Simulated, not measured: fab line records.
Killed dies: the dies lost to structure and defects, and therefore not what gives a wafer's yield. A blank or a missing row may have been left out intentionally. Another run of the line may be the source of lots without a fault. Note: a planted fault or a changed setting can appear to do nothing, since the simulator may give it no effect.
One fault seen from 3 desks :: flow n5_finfet :: what lay behind the numbers comes last; until then each desk has only its own

## THE DEFECT DESK
What the inspections along the route counted, lot by lot: means of the sampled wafers that have a number. A lot is out of limits, marked OUT, if its mean lies more than 4 standard deviations from the usual mean; the brackets give that distance.
Columns: A = raw_defect_count at N5_BEOL_M2_INSPECT_30, usual 449
lot: L651
first seen here: day 6 21:22
A: 446

lot: L653
first seen here: day 8 04:49
A: 463

lot: L660
first seen here: day 9 13:57
A: 430

lot: L666
first seen here: day 11 00:49
A: 547

lot: L669
first seen here: day 12 01:08
A: 384
Finding of this desk: none of the 5 lots has anything out of limits.

## METROLOGY DESK
Lot by lot, what the gauges showed, no matter which tool ran the lot: averages of those sampled wafers that carry a number. A lot is out of limits, marked OUT, if its mean lies more than 4 standard deviations from the usual mean; the brackets give that distance. Readings shown: 7 of its 12, picked as those furthest out on some lot.
Columns: A = V1_OVL at N5_BEOL_M2_OVL_MEAS_29, usual 0.1 nm; B = IOFF_N at N5_BEOL_M4_RC_MEAS_101, usual 0.17 nA/um; C = IOFF_P at N5_BEOL_M4_RC_MEAS_101, usual 0.23 nA/um; D = ION_N at N5_BEOL_M4_RC_MEAS_101, usual 674 uA/um; E = ION_P at N5_BEOL_M4_RC_MEAS_101, usual 464 uA/um; F = SS_N at N5_BEOL_M4_RC_MEAS_101, usual 71.7 mV/dec; G = VT_P at N5_BEOL_M4_RC_MEAS_101, usual -249 mV
lot: L651
first seen here: day 6 21:17
A: 0.1
B: 0.12
C: 0.17
D: 653
E: 450
F: 71.5
G: -254

lot: L653
first seen here: day 8 04:44
A: -0.1
B: 0.20
C: 0.27
D: 684
E: 474
F: 71.7
G: -244

lot: L660
first seen here: day 9 13:52
A: 0.9
B: 0.17
C: 0.24
D: 677
E: 464
F: 72.1
G: -250

lot: L666
first seen here: day 11 00:44
A: 0.9
B: 0.25
C: 0.21
D: 671
E: 460
F: 73.2
G: -248

lot: L669
first seen here: day 12 01:02
A: -0.6
B: 0.19
C: 0.25
D: 682
E: 471
F: 71.9
G: -246
Finding of this desk: none of the 5 lots has anything out of limits.

## FOR THE TOOL OWNER'S DESK: rie_diel-02
The tool's own readings at N5_BEOL_M2_VIA_ETCH_34 (etches the open film in C4F6/O2, target depth 69.4 nm, time 65.9 s): means of the sampled wafers that have a number, for each lot that ran on this tool. A lot is out of limits, marked OUT, if its mean lies more than 4 standard deviations from the usual mean; the brackets give that distance.
Columns: A = O2_flow_sccm at N5_BEOL_M2_VIA_ETCH_34, usual 10.00 sccm; B = drypump_motor_current_A at N5_BEOL_M2_VIA_ETCH_34, usual 5.6 A; C = oes_product_au at N5_BEOL_M2_VIA_ETCH_34, usual 0.80 a.u.; D = rf_fwd_power_W at N5_BEOL_M2_VIA_ETCH_34, usual 347.3 W; E = rf_vpp_V at N5_BEOL_M2_VIA_ETCH_34, usual 668 V; F = showerhead_plenum_p_Torr at N5_BEOL_M2_VIA_ETCH_34, usual 2.87 Torr; G = throttle_valve_pct at N5_BEOL_M2_VIA_ETCH_34, usual 30.72 %
lot: L653
first seen here: day 8 13:46
A: 9.98
B: 6.0
C: 0.78
D: 347.5
E: 655
F: 2.85
G: 31.08

lot: L660
first seen here: day 10 04:02
A: 9.99
B: 5.7
C: 0.83
D: 318.3 (-26) OUT
E: 690
F: 2.88
G: 30.87
This desk's finding: out of limits on L660; first on L660, day 10 04:02 (rf_fwd_power_W at N5_BEOL_M2_VIA_ETCH_34). In limits: L653.

## TAKEN TOGETHER
The tool owner's desk had the chance to raise an alarm at day 10 04:02 on L660.
Nothing the defect desk looked at was out of limits.
Metrology desk: nothing out of limits seen.
The defect desk has L660 on record, within its limits.
The metrology desk has L660 on record, within its limits.
The lots listed all ran N5_BEOL_M2_VIA_ETCH_34 on rie_diel-02.

## WHAT WAS PUT IN BY THE SIMULATOR
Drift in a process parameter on rie_diel-02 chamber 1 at N5_BEOL_M2_VIA_ETCH_34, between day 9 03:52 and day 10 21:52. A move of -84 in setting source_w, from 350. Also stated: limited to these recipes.
Shown lots that were struck: L660.
Delay in hours, fault start to first out-of-limits reading, by desk: the tool owner's desk at 24.
